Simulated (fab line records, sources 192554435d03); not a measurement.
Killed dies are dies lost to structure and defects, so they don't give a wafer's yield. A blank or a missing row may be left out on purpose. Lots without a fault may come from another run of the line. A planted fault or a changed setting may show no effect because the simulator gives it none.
Chamber matching | flow n5_finfet | N5_DUMMY_REMOVAL_STRIP_10 on rie_diel-01: 4 sister chambers
The step strips in N2/H2, time 40 s. 4 wafers are shown with their chamber, then 12 later ones without.

WAFERS WITH THEIR CHAMBER
wafer  | chamber | showerhead_plenum_p_Torr (Torr)
L086.3 | 0       | 3.18
L090.1 | 3       | 3.42
L090.2 | 2       | 3.29
L090.6 | 1       | 3.22

WAFERS WITHOUT THEIR CHAMBER
wafer  | showerhead_plenum_p_Torr (Torr)
L092.2 | 3.22
L092.4 | 3.22
L092.6 | 3.42
L094.2 | 3.29
L094.3 | 3.41
L094.5 | 3.58
L095.1 | 3.58
L095.2 | 3.41
L095.4 | 3.22
L097.1 | 3.41
L097.4 | 3.58
L097.5 | 3.28

WHICH CHAMBER EACH WENT THROUGH
wafer  | from the rows above               | in truth
L092.2 | can't be placed: 1 or 0 or 2      | 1
L092.4 | can't be placed: 1 or 0 or 2      | 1
L092.6 | can't be placed: 3 or 2           | 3
L094.2 | can't be placed: 2 or 1 or 0 or 3 | 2
L094.3 | can't be placed: 3 or 2           | 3
L094.5 | can't be placed: 3 or 2           | 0
L095.1 | can't be placed: 3 or 2           | 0
L095.2 | can't be placed: 3 or 2           | 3
L095.4 | can't be placed: 1 or 0 or 2      | 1
L097.1 | can't be placed: 3 or 2           | 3
L097.4 | can't be placed: 3 or 2           | 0
L097.5 | can't be placed: 2 or 1 or 0 or 3 | 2
Placed correctly: 0 of 12. Can't be placed from these rows: 12 (the true chamber is among the candidates in 9). Placed wrongly: 0.
How it was worked out, from the rows above alone: a wafer's distance from a chamber is the root of the sum, over the readings, of the square of ((its reading less the chamber's mean) divided by the reading's scatter). The wafer belongs to the nearest chamber; if the next one is less than 2 further off, it can't be placed. A chamber's mean is the mean of its shown wafers. The scatter: with one shown wafer a chamber, the root of the mean of the squares of how far each hidden wafer lies from its nearest shown one.
